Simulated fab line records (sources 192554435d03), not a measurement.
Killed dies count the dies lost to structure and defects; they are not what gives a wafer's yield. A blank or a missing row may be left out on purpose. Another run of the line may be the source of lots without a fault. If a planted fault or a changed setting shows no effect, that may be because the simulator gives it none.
Struck lot and sound lot, side by side	flow n5-finfet	35 steps out of a route of 1938
Sound: wafers L396.3, L396.4, L396.6. Struck: wafers L384.2, L384.5 (left out: L384.4, a lot-mate that was not struck); the cause follows at the end.
Per side, at each step with rows, come the tool, then ch with its chambers, and then its first start. Under that, the readings that differ: sound wafers	struck wafers	difference of the means	sigmas: that difference in standard deviations of wafers without a fault.
alike: a reading whose means differ by less than 2 such deviations, as well as words and numbers matching on both sides. not compared: withheld readings; readings where some wafer has no value; bounds like >300 that might hide an equal value; numbers whose values overlap and for which the record gives no deviation.
The two part at a step that has a row with sigmas, a row that says differs or no value, or rows on one side only. Numbers that don't overlap but have no deviation are shown without sigmas and don't part them. A reading missing from all wafers of one side parts the sides only when that side holds two or more wafers.

first, 9 steps without rows for these wafers: N5_BEOL_M9_COAT_22 (resist thk 30 nm); N5_BEOL_M9_EBR_24; N5_BEOL_M9_SOFTBAKE_23 (time 60 s); N5_BEOL_M9_EXPOSE_25 (exposes mask V8); N5_BEOL_M9_PEB_26 (peb time 60 s); N5_BEOL_M9_DEVELOP_27 (develop time 30 s); N5_BEOL_M9_DESCUM_33 (chemistry O2, time 7 s); N5_BEOL_M9_ETCH_76 (etches underlayer in N2/H2, target depth 6.5 nm, time 5.2 s); N5_BEOL_M9_ETCH_65 (etches SiARC in CF4, target depth 15.6 nm, time 26 s).
N5_BEOL_M9_ETCH_66: etches SOC in N2/H2, target depth 80 nm, overetch 16 nm, time 120 s.
  sound on rie-diel-04 ch 0,1,2, day 14 17:08; struck on rie-diel-04 ch 1, day 10 18:23
  alike: drypump-motor-current-A, h2-flow-sccm, oes-product-au, rf-fwd-power-W, rf-vpp-V, showerhead-plenum-p-Torr, temp-c, throttle-valve-pct
  not compared: rf-hours-counter-h
then, 24 steps without rows for these wafers: N5_BEOL_M9_STRIP_69 (strips in N2/H2); N5_BEOL_M9_STRIP_77 (strips in N2/H2); N5_BEOL_M9_VIA_ETCH_34 (etches SiCOH lowk in C4F6/O2, target depth 182.4 nm, time 68.4 s); N5_BEOL_M9_STRIP_73 (strips in C4F6/O2); N5_BEOL_M9_STRIP_36 (strips in N2/H2); N5_BEOL_M9_TRENCH_ETCH_37 (etches SiCOH lowk in C4F6/O2, target depth 151.43 nm, time 49 s); N5_BEOL_M9_ETCH_41 (etches SiCN in CH3F/O2, target depth 36.6 nm, time 70.1 s); N5_BEOL_M9_STRIP_80 (strips in N2/H2, time 10 s); N5_BEOL_M9_HM_STRIP_39 (strips TiN in peroxide tin strip, target depth 25 nm, time 158 s); N5_BEOL_M9_SRD_40 (time 30 s); N5_BEOL_M9_PRECLEAN_42 (cleans in residue remover, time 60 s); N5_BEOL_M9_SRD_43 (time 30 s); N5_BEOL_M9_CURE_72 (cures SiCOH lowk, time 120 s); N5_BEOL_M9_DEGAS_44 (time 60 s); N5_BEOL_M9_PRE_CLEAN_45 (time 30 s); N5_BEOL_M9_ALD_74 (deposits TaN, target thk 2 nm, pulse time 2 s, purge time 3 s); N5_BEOL_M9_SURFACE_TREAT_79; N5_BEOL_M9_CVD_78 (deposits Co from CCTBA/H2, target thk 2 nm, time 138.9 s); N5_BEOL_M9_SPUTTER_48 (material Cu, target thk 12 nm, time 2 s); N5_BEOL_M9_ECD_50 (material Cu, target thk 318 nm); N5_BEOL_M9_ANNEAL_51 (time 90 s); N5_BEOL_M9_CMP_52 (polishes, stops on SiCOH lowk, t overpolish 7 s, target thk 140 nm); N5_BEOL_M9_PRE_CLEAN_55 (time 15 s); N5_BEOL_M9_DEP_56 (deposits SiCN from 3MS/NH3, target thk 15 nm, time 26.5 s).
-- record jumps: 2 days separate the struck wafers' starts on either side; left off in module BEOL_M9, taken up again in module PASSIVATION, whose first shown step is the route's number 1936 --
N5_PASSIVATION_PROBE_49:
  the record has rows for the struck wafers here (prober-01, day 13 03:21) and none for the sound ones

## WHERE THEY PART
Only at N5_PASSIVATION_PROBE_49, as far as this record shows.

WHY: whatever the simulator had introduced
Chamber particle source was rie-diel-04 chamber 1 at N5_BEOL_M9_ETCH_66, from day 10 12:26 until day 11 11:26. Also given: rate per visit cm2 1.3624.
